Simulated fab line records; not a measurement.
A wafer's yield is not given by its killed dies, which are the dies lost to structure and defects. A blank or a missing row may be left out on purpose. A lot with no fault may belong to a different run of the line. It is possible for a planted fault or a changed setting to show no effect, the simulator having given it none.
Chamber matching / flow nand-harc / 4 sister chambers for NHARC_A_STAIRCASE_ALD_420 on ald-hk-01
The step deposits SiO2, target thk 20 nm, pulse time 6 s, ald cycles 200. 4 wafers are shown with their chamber, then 9 later ones without.

== WAFERS PAIRED WITH THEIR CHAMBERS ==
wafer=L089.6; chamber=2; heater-power-w (W)=599
wafer=L088.1; chamber=0; heater-power-w (W)=417
wafer=L088.4; chamber=1; heater-power-w (W)=494
wafer=L088.6; chamber=3; heater-power-w (W)=495

== WAFERS WHOSE CHAMBER IS MISSING ==
wafer=L091.1; heater-power-w (W)=593
wafer=L091.3; heater-power-w (W)=411
wafer=L091.4; heater-power-w (W)=506
wafer=L092.2; heater-power-w (W)=501
wafer=L092.3; heater-power-w (W)=502
wafer=L092.4; heater-power-w (W)=407
wafer=L094.1; heater-power-w (W)=585
wafer=L094.4; heater-power-w (W)=508
wafer=L094.6; heater-power-w (W)=409

== THE CHAMBER EACH PASSED THROUGH ==
wafer=L091.1; from the rows above=2; in truth=2
wafer=L091.3; from the rows above=0; in truth=0
wafer=L091.4; from the rows above=can't be placed: 3 or 1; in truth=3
wafer=L092.2; from the rows above=can't be placed: 3 or 1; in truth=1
wafer=L092.3; from the rows above=can't be placed: 3 or 1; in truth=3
wafer=L092.4; from the rows above=0; in truth=0
wafer=L094.1; from the rows above=2; in truth=2
wafer=L094.4; from the rows above=can't be placed: 3 or 1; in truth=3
wafer=L094.6; from the rows above=0; in truth=0
Correct placement for 5 of the 9. These rows do not allow placing 4 (true chamber among the candidates in 4). Placed wrongly: 0.
How it was worked out, from the rows above alone: a wafer's distance from a chamber is the root of the sum, over the readings, of the square of ((its reading less the chamber's mean) divided by the reading's scatter). If the next closest chamber is less than 2 further off than the closest, the wafer can't be placed; otherwise it belongs to the closest. A chamber's mean is the mean of its shown wafers. The scatter: root of mean squared gap, hidden wafer to nearest shown wafer, with one shown wafer a chamber.
